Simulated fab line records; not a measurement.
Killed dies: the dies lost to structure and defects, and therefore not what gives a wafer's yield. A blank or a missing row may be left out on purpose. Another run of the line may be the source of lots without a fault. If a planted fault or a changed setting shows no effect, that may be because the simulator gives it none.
The tool behind it: which one? :: flow n5_finfet :: 11 lots with 27 wafers sampled at 5 steps, on a route of 1938 steps

## WHAT EACH GAUGE READ, for each wafer
N5_BEOL_M4_RC_MEAS_101.
lot: L783
measured: day 8 22:11
on: prober-01
DIBL_N (mV/V): 36.4 35.7 37.5

lot: L791
measured: day 11 08:28
on: prober-02
DIBL_N (mV/V): 32.9

lot: L792
measured: day 12 13:50
on: prober-02
DIBL_N (mV/V): 32.5

lot: L794
measured: day 13 04:31
on: prober-02
DIBL_N (mV/V): 33.0

lot: L797
measured: day 13 09:55
on: prober-02
DIBL_N (mV/V): 38.4 37.1 35.3

lot: L798
measured: day 13 17:46
on: prober-01
DIBL_N (mV/V): 36.3 35.7 36.9

lot: L800
measured: day 14 10:49
on: prober-01
DIBL_N (mV/V): 38.0 36.8 38.8

lot: L801
measured: day 14 01:58
on: prober-02
DIBL_N (mV/V): 39.8 38.8 38.1

lot: L803
measured: day 14 10:26
on: prober-02
DIBL_N (mV/V): 35.0 35.7 36.2

lot: L805
measured: day 14 21:43
on: prober-02
DIBL_N (mV/V): 33.1 34.7 34.6

lot: L806
measured: day 16 01:31
on: prober-01
DIBL_N (mV/V): 34.9 34.3 37.0

## EACH LOT AND THE TOOL THAT RAN IT (in order: tool; ch and the chambers of the sampled wafers; start)
lot: L783
N5_HKMG_FIN_ALD_91: ald_metal-02 ch 0,2,3, day 4 03:37
N5_HKMG_FIN_STRIP_89: rie_diel-04 ch 0,1,3, day 4 04:01
N5_HKMG_FIN_ALD_72: cvd_w-01 ch 0,1, day 4 06:08
N5_GATE_CUT_VAPOR_ETCH_60: rie_metal-01 ch 0,1, day 4 07:17

lot: L791
N5_HKMG_FIN_ALD_91: ald_metal-01 ch 1, day 6 07:49
N5_HKMG_FIN_STRIP_89: rie_diel-04 ch 0, day 6 08:08
N5_HKMG_FIN_ALD_72: cvd_w-02 ch 1, day 6 10:16
N5_GATE_CUT_VAPOR_ETCH_60: rie_metal-03 ch 0, day 6 11:23

lot: L792
N5_HKMG_FIN_ALD_91: ald_metal-02 ch 0, day 6 14:12
N5_HKMG_FIN_STRIP_89: rie_diel-06 ch 0, day 6 14:31
N5_HKMG_FIN_ALD_72: cvd_w-01 ch 1, day 6 16:41
N5_GATE_CUT_VAPOR_ETCH_60: rie_metal-03 ch 1, day 6 17:54

lot: L794
N5_HKMG_FIN_ALD_91: ald_metal-02 ch 1, day 7 03:16
N5_HKMG_FIN_STRIP_89: rie_diel-04 ch 1, day 7 03:42
N5_HKMG_FIN_ALD_72: cvd_w-01 ch 1, day 7 05:56
N5_GATE_CUT_VAPOR_ETCH_60: rie_metal-03 ch 0, day 7 07:06

lot: L797
N5_HKMG_FIN_ALD_91: ald_metal-02 ch 0,1,3, day 7 19:12
N5_HKMG_FIN_STRIP_89: rie_diel-06 ch 1,2,3, day 7 19:50
N5_HKMG_FIN_ALD_72: cvd_w-01 ch 0, day 7 21:59
N5_GATE_CUT_VAPOR_ETCH_60: rie_metal-02 ch 0,1, day 7 23:08

lot: L798
N5_HKMG_FIN_ALD_91: ald_metal-03 ch 0,1,3, day 8 03:05
N5_HKMG_FIN_STRIP_89: rie_diel-06 ch 1,3, day 8 03:29
N5_HKMG_FIN_ALD_72: cvd_w-02 ch 1, day 8 05:47
N5_GATE_CUT_VAPOR_ETCH_60: rie_metal-01 ch 0,1, day 8 06:56

lot: L800
N5_HKMG_FIN_ALD_91: ald_metal-03 ch 0,3, day 8 15:07
N5_HKMG_FIN_STRIP_89: rie_diel-06 ch 0,1, day 8 15:40
N5_HKMG_FIN_ALD_72: cvd_w-01 ch 0,1, day 8 17:49
N5_GATE_CUT_VAPOR_ETCH_60: rie_metal-02 ch 0,1, day 8 18:58

lot: L801
N5_HKMG_FIN_ALD_91: ald_metal-02 ch 0,1,3, day 8 19:04
N5_HKMG_FIN_STRIP_89: rie_diel-06 ch 0,2, day 8 19:28
N5_HKMG_FIN_ALD_72: cvd_w-02 ch 0,1, day 8 21:41
N5_GATE_CUT_VAPOR_ETCH_60: rie_metal-01 ch 0,1, day 8 22:50

lot: L803
N5_HKMG_FIN_ALD_91: ald_metal-01 ch 1,3, day 9 05:04
N5_HKMG_FIN_STRIP_89: rie_diel-06 ch 1,2, day 9 05:28
N5_HKMG_FIN_ALD_72: cvd_w-02 ch 0,1, day 9 07:37
N5_GATE_CUT_VAPOR_ETCH_60: rie_metal-01 ch 0,1, day 9 08:46

lot: L805
N5_HKMG_FIN_ALD_91: ald_metal-01 ch 0,1,2, day 9 16:47
N5_HKMG_FIN_STRIP_89: rie_diel-04 ch 0,1,2, day 9 17:11
N5_HKMG_FIN_ALD_72: cvd_w-02 ch 0,1, day 9 19:18
N5_GATE_CUT_VAPOR_ETCH_60: rie_metal-01 ch 0,1, day 9 20:28

lot: L806
N5_HKMG_FIN_ALD_91: ald_metal-03 ch 1,2,3, day 10 05:03
N5_HKMG_FIN_STRIP_89: rie_diel-01 ch 0,2,3, day 10 05:27
N5_HKMG_FIN_ALD_72: cvd_w-01 ch 0,1, day 10 07:34
N5_GATE_CUT_VAPOR_ETCH_60: rie_metal-01 ch 0,1, day 10 08:43
- N5_HKMG_FIN_ALD_91: deposits TiN, target thk 1 nm, pulse time 1 s, purge time 3 s.
- N5_HKMG_FIN_STRIP_89: strips SOC in N2/H2, time 20 s.
- N5_HKMG_FIN_ALD_72: deposits W, target thk 2 nm, pulse time 1 s, purge time 2 s.
- N5_GATE_CUT_VAPOR_ETCH_60: etches HfO2 in BCl3/Cl2.

## THE ANSWER, worked out from the rows above alone
Rule: the usual values come from the lots themselves. Put in order of their means at a reading, lots are off if they are a third of the lots or fewer, leave a main group of 4 or more, and stand apart from it by a gap of 3 or more times the standard deviation of the main group's means; of several such gaps the widest counts. The tables above print the reading to a certain number of digits; a main group whose means all agree to those digits is not used. A lot without any number at a reading at which 4 lots or more have one is off too. Any other lot the step has rows for is counted as sound.
Across all readings shown, no lot is off: no conclusion can be drawn from this.

## WHAT THE SIMULATOR HAD PUT IN
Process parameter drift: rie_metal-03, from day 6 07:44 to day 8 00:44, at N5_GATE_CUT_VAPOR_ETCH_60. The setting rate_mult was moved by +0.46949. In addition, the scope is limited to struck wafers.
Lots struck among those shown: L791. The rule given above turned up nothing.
